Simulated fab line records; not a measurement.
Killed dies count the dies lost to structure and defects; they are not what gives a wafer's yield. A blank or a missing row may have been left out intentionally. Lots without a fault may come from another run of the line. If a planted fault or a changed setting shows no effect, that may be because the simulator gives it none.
Chamber matching -- flow n5-finfet -- N5_BEOL_M13_ETCH_38 on rie-diel-01 has 4 sister chambers
The step etches SiCN in CF4/N2, target depth 67.5 nm, time 71.9 s. 27 wafers are shown with their chamber, then 12 later ones without.

EACH WAFER AND ITS CHAMBER
wafer,chamber,showerhead-plenum-p-Torr (Torr),drypump-motor-current-A (A),throttle-valve-pct (%)
L074.1,2,2.14,5.6,15.23
L074.3,3,2.13,6.3,15.43
L074.6,3,2.13,6.3,15.42
L075.1,3,2.12,6.4,15.44
L075.4,0,2.19,6.0,15.55
L075.5,1,2.35,5.7,15.09
L076.4,0,2.19,6.0,15.56
L076.5,1,2.35,5.7,15.09
L076.6,0,2.19,6.0,15.56
L081.2,0,2.19,6.0,15.57
L081.3,3,2.12,6.3,15.46
L081.6,3,2.12,6.3,15.44
L084.2,0,2.18,6.1,15.61
L084.3,1,2.34,5.7,15.13
L084.5,2,2.13,5.6,15.29
L088.4,1,2.34,5.7,15.13
L088.5,0,2.18,6.1,15.61
L088.6,1,2.34,5.7,15.13
L085.1,2,2.13,5.6,15.29
L085.4,3,2.12,6.3,15.47
L085.5,0,2.18,6.0,15.59
L086.2,3,2.12,6.4,15.47
L086.3,0,2.18,6.0,15.59
L086.6,3,2.12,6.3,15.47
L090.4,3,2.11,6.4,15.50
L090.5,2,2.13,5.6,15.30
L090.6,3,2.11,6.3,15.50

SIGNATURES, as means of the wafers listed above
reading,chamber 0,chamber 1,chamber 2,chamber 3,scatter within a chamber
showerhead-plenum-p-Torr,2.1850,2.3440,2.1325,2.1200,0.00588
drypump-motor-current-A,6.025,5.700,5.600,6.330,0.0396
throttle-valve-pct,15.5800,15.1140,15.2775,15.4600,0.026
Rule: for a wafer and a chamber, the distance is found by dividing, reading by reading, the gap between the wafer's reading and the chamber's mean by the reading's scatter, squaring, summing and taking the root. The wafer belongs to the nearest chamber; if the next one is less than 2 further off, it can't be placed. The scatter: take each reading less its chamber's mean, square it, sum over the shown wafers, divide by the number of wafers less the number of chambers, and take the root.

WAFERS MISSING THEIR CHAMBER
wafer,showerhead-plenum-p-Torr (Torr),drypump-motor-current-A (A),throttle-valve-pct (%)
L091.2,2.11,6.3,15.48
L091.4,2.13,5.6,15.30
L091.6,2.11,6.3,15.49
L093.2,2.18,6.0,15.62
L093.4,2.11,6.3,15.50
L093.5,2.18,6.0,15.61
L097.3,2.11,6.3,15.51
L097.4,2.13,5.6,15.31
L097.5,2.33,5.7,15.17
L096.2,2.17,6.0,15.64
L096.4,2.13,5.6,15.31
L096.5,2.11,6.3,15.51

THE CHAMBER EACH PASSED THROUGH
wafer,from the rows above,in truth
L091.2,3,3
L091.4,2,2
L091.6,3,3
L093.2,0,0
L093.4,3,3
L093.5,0,0
L097.3,3,3
L097.4,2,2
L097.5,1,1
L096.2,0,0
L096.4,2,2
L096.5,3,3
Correctly placed: 12 of 12. Number that these rows cannot place: 0. Placed wrongly: 0.
